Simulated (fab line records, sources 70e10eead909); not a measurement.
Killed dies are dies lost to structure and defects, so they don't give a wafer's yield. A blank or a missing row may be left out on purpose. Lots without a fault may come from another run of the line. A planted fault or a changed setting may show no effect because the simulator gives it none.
Chamber matching | flow nand_harc | NHARC_A_M0_DEP_00 on pecvd-02: 3 sister chambers
The step deposits SiOC, target thk 150 nm. 5 wafers are shown with their chamber, then 7 later ones without.

WAFERS WITH THEIR CHAMBER
wafer  | chamber | showerhead_vpp_V (V) | rf_fwd_power_W (W)
L929.1 | 0       | 1508                 | 599.4
L933.3 | 2       | 1592                 | 599.3
L933.6 | 1       | 1397                 | 598.7
L938.2 | 0       | 1509                 | 598.5
L938.3 | 1       | 1386                 | 598.7

WAFERS WITHOUT THEIR CHAMBER
wafer  | showerhead_vpp_V (V) | rf_fwd_power_W (W)
L938.6 | 1572                 | 594.8
L940.1 | 1527                 | 598.7
L940.3 | 1408                 | 599.7
L940.5 | 1388                 | 597.1
L942.2 | 1597                 | 599.1
L942.5 | 1393                 | 599.8
L942.6 | 1593                 | 599.9

WHICH CHAMBER EACH WENT THROUGH
wafer  | from the rows above | in truth
L938.6 | 2                   | 2
L940.1 | 0                   | 0
L940.3 | 1                   | 1
L940.5 | 1                   | 1
L942.2 | 2                   | 2
L942.5 | 1                   | 1
L942.6 | 2                   | 2
Placed correctly: 7 of 7. Can't be placed from these rows: 0. Placed wrongly: 0.
How it was worked out, from the rows above alone: a wafer's distance from a chamber is the root of the sum, over the readings, of the square of ((its reading less the chamber's mean) divided by the reading's scatter). The wafer belongs to the nearest chamber; if the next one is less than 2 further off, it can't be placed. A chamber's mean is the mean of its shown wafers. The scatter: the root of (the sum of the squares of (reading less its chamber's mean) over the shown wafers, divided by (wafers less chambers)).
